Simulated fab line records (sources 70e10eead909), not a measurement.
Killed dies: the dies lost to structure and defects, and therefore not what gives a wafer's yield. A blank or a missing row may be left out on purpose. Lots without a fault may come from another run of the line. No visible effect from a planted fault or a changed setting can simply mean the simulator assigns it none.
Chamber matching ; flow nand harc ; 4 sister chambers for NHARC_A_M1_CMP_23 on cmp-02
The step polishes, t overpolish 20 s, target thk 154.34 nm. 4 wafers are shown with their chamber, then 10 later ones without.

## WAFERS, EACH WITH ITS CHAMBER
wafer;chamber;motor current A (A)
L087.2;1;11.4
L087.4;0;9.7
L085.2;2;13.0
L085.4;3;10.9

## WAFERS MISSING THEIR CHAMBER
wafer;motor current A (A)
L085.6;10.4
L089.2;9.9
L089.4;11.9
L089.5;11.5
L088.1;13.0
L088.2;10.6
L088.5;11.9
L097.2;10.5
L097.4;11.6
L097.6;10.9

## WHICH CHAMBER EACH ONE RAN IN
wafer;from the rows above;in truth
L085.6;can't be placed: 3 or 0 or 1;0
L089.2;0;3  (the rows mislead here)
L089.4;can't be placed: 1 or 3 or 2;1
L089.5;can't be placed: 1 or 3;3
L088.1;2;2
L088.2;can't be placed: 3 or 1 or 0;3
L088.5;can't be placed: 1 or 3 or 2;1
L097.2;can't be placed: 3 or 0 or 1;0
L097.4;can't be placed: 1 or 3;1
L097.6;can't be placed: 3 or 1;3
1 of 10 placed correctly. Not placeable from these rows: 8 (in 8, the candidates include the true chamber). 1 placed wrongly.
How it was worked out, from the rows above alone: a wafer's distance from a chamber is the root of the sum, over the readings, of the square of ((its reading less the chamber's mean) divided by the reading's scatter). If the next closest chamber is less than 2 further off than the closest, the wafer can't be placed; otherwise it belongs to the closest. The mean given for a chamber averages the wafers shown for that chamber. The scatter (one wafer shown for each chamber): square how far every hidden wafer sits from the nearest shown wafer, average those squares and take the square root.
